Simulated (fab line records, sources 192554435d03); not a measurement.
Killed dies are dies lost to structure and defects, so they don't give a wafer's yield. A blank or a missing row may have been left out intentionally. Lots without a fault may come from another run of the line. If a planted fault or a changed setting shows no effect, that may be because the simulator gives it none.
Matching of chambers | flow n5-finfet | N5_STI_FIN_REVEAL_ETCH_34 on rie-si-04: 4 sister chambers
The step etches Si in H2, material Si, target depth 0.97 nm. 24 wafers are shown with their chamber, then 12 later ones without.

WAFERS, EACH WITH ITS CHAMBER
wafer  | chamber | drypump-motor-current-A (A) | throttle-valve-pct (%) | oes-product-au (a.u.)
L074.2 | 2       | 6.1                         | 26.9                   | 0.964
L074.4 | 1       | 5.1                         | 27.0                   | 1.020
L074.5 | 2       | 6.1                         | 26.9                   | 0.969
L079.2 | 2       | 6.1                         | 26.9                   | 0.967
L079.3 | 3       | 5.7                         | 25.0                   | 0.954
L079.4 | 0       | 5.2                         | 25.8                   | 0.979
L080.2 | 3       | 5.7                         | 24.9                   | 0.946
L080.4 | 0       | 5.3                         | 25.8                   | 0.968
L080.6 | 0       | 5.2                         | 25.7                   | 0.966
L081.1 | 0       | 5.2                         | 25.7                   | 0.964
L081.4 | 1       | 5.1                         | 27.0                   | 1.025
L081.6 | 2       | 6.1                         | 26.9                   | 0.978
L084.2 | 1       | 5.1                         | 27.0                   | 1.021
L084.4 | 2       | 6.1                         | 26.9                   | 0.970
L084.6 | 0       | 5.2                         | 25.7                   | 0.970
L088.1 | 1       | 5.1                         | 27.0                   | 1.015
L088.2 | 3       | 5.7                         | 25.0                   | 0.955
L088.3 | 2       | 6.1                         | 26.9                   | 0.975
L089.2 | 0       | 5.2                         | 25.8                   | 0.973
L089.4 | 1       | 5.1                         | 27.0                   | 1.025
L089.5 | 0       | 5.2                         | 25.8                   | 0.967
L090.2 | 3       | 5.7                         | 25.0                   | 0.941
L090.3 | 1       | 5.1                         | 27.0                   | 1.026
L090.6 | 3       | 5.7                         | 24.9                   | 0.952

SIGNATURES (averages over the wafers above)
reading                 | chamber 0 | chamber 1 | chamber 2 | chamber 3 | scatter within a chamber
drypump-motor-current-A | 5.214     | 5.100     | 6.100     | 5.700     | 0.0207
throttle-valve-pct      | 25.757    | 27.000    | 26.900    | 24.960    | 0.0382
oes-product-au          | 0.96957   | 1.02200   | 0.97050   | 0.94960   | 0.00508
Rule: for each reading, subtract the chamber's mean from the wafer's reading, divide by that reading's scatter and square the result; add these up over the readings and take the root, which gives the wafer's distance from the chamber. If the next closest chamber is less than 2 further off than the closest, the wafer can't be placed; otherwise it belongs to the closest. The scatter is the square root of a quotient: the sum, over the shown wafers, of each reading's squared deviation from its chamber's mean, divided by wafers minus chambers.

WAFERS WHOSE CHAMBER IS MISSING
wafer  | drypump-motor-current-A (A) | throttle-valve-pct (%) | oes-product-au (a.u.)
L092.2 | 6.1                         | 26.9                   | 0.968
L092.3 | 5.2                         | 25.7                   | 0.973
L092.4 | 5.7                         | 24.9                   | 0.954
L094.1 | 5.2                         | 25.7                   | 0.980
L094.5 | 6.1                         | 26.9                   | 0.972
L094.6 | 5.7                         | 25.0                   | 0.962
L096.1 | 5.1                         | 27.0                   | 1.011
L096.3 | 5.2                         | 25.7                   | 0.974
L096.4 | 5.7                         | 24.9                   | 0.958
L097.2 | 5.7                         | 24.9                   | 0.959
L097.4 | 6.1                         | 26.9                   | 0.976
L097.5 | 5.7                         | 24.9                   | 0.969

WHICH CHAMBER EACH ONE RAN IN
wafer  | from the rows above | in truth
L092.2 | 2                   | 2
L092.3 | 0                   | 0
L092.4 | 3                   | 3
L094.1 | 0                   | 0
L094.5 | 2                   | 2
L094.6 | 3                   | 3
L096.1 | 1                   | 1
L096.3 | 0                   | 0
L096.4 | 3                   | 3
L097.2 | 3                   | 3
L097.4 | 2                   | 2
L097.5 | 3                   | 3
Placed correctly: 12 of 12. Left unplaced by these rows: 0. Number placed wrongly: 0.
